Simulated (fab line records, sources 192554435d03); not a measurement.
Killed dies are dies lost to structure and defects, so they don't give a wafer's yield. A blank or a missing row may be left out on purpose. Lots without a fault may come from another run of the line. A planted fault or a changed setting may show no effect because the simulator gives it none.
Chamber matching | flow n5_finfet | N5_BEOL_M14_ILD_DEP_00 on pecvd-04: 3 sister chambers
The step deposits SiO2 from TEOS/O2, target thk 1119.3 nm, time 237.4 s. 3 wafers are shown with their chamber, then 7 later ones without.

WAFERS WITH THEIR CHAMBER
wafer  | chamber | throttle_valve_pct (%)
L898.2 | 2       | 20.5
L900.1 | 1       | 18.4
L900.2 | 0       | 18.6

WAFERS WITHOUT THEIR CHAMBER
wafer  | throttle_valve_pct (%)
L900.5 | 20.2
L910.1 | 18.3
L910.2 | 18.8
L910.6 | 18.3
L915.1 | 20.3
L915.2 | 18.3
L915.3 | 19.1

WHICH CHAMBER EACH WENT THROUGH
wafer  | from the rows above     | in truth
L900.5 | 2                       | 2
L910.1 | can't be placed: 1 or 0 | 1
L910.2 | can't be placed: 0 or 1 | 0
L910.6 | can't be placed: 1 or 0 | 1
L915.1 | 2                       | 2
L915.2 | can't be placed: 1 or 0 | 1
L915.3 | can't be placed: 0 or 1 | 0
Placed correctly: 2 of 7. Can't be placed from these rows: 5 (the true chamber is among the candidates in 5). Placed wrongly: 0.
How it was worked out, from the rows above alone: a wafer's distance from a chamber is the root of the sum, over the readings, of the square of ((its reading less the chamber's mean) divided by the reading's scatter). The wafer belongs to the nearest chamber; if the next one is less than 2 further off, it can't be placed. A chamber's mean is the mean of its shown wafers. The scatter: with one shown wafer a chamber, the root of the mean of the squares of how far each hidden wafer lies from its nearest shown one.
